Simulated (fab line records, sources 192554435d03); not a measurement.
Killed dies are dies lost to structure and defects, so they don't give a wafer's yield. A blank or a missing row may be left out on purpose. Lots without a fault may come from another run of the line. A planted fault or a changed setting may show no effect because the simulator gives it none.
Chamber matching | flow n5_finfet | N5_BEOL_M2_PRE_CLEAN_60 on cvd_co-01: 3 sister chambers
The step time 15 s. 3 wafers are shown with their chamber, then 12 later ones without.

WAFERS WITH THEIR CHAMBER
wafer  | chamber | heater_power_w (W)
L091.1 | 1       | 87
L091.2 | 0       | 95
L091.3 | 2       | 80

WAFERS WITHOUT THEIR CHAMBER
wafer  | heater_power_w (W)
L093.2 | 97
L093.5 | 81
L093.6 | 88
L096.2 | 80
L096.4 | 83
L096.6 | 87
L092.3 | 88
L092.5 | 80
L092.6 | 89
L095.1 | 82
L095.3 | 96
L095.4 | 95

WHICH CHAMBER EACH WENT THROUGH
wafer  | from the rows above     | in truth
L093.2 | 0                       | 0
L093.5 | 2                       | 2
L093.6 | 1                       | 1
L096.2 | 2                       | 2
L096.4 | can't be placed: 2 or 1 | 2
L096.6 | 1                       | 1
L092.3 | 1                       | 1
L092.5 | 2                       | 2
L092.6 | 1                       | 1
L095.1 | 2                       | 2
L095.3 | 0                       | 0
L095.4 | 0                       | 0
Placed correctly: 11 of 12. Can't be placed from these rows: 1 (the true chamber is among the candidates in 1). Placed wrongly: 0.
How it was worked out, from the rows above alone: a wafer's distance from a chamber is the root of the sum, over the readings, of the square of ((its reading less the chamber's mean) divided by the reading's scatter). The wafer belongs to the nearest chamber; if the next one is less than 2 further off, it can't be placed. A chamber's mean is the mean of its shown wafers. The scatter: with one shown wafer a chamber, the root of the mean of the squares of how far each hidden wafer lies from its nearest shown one.
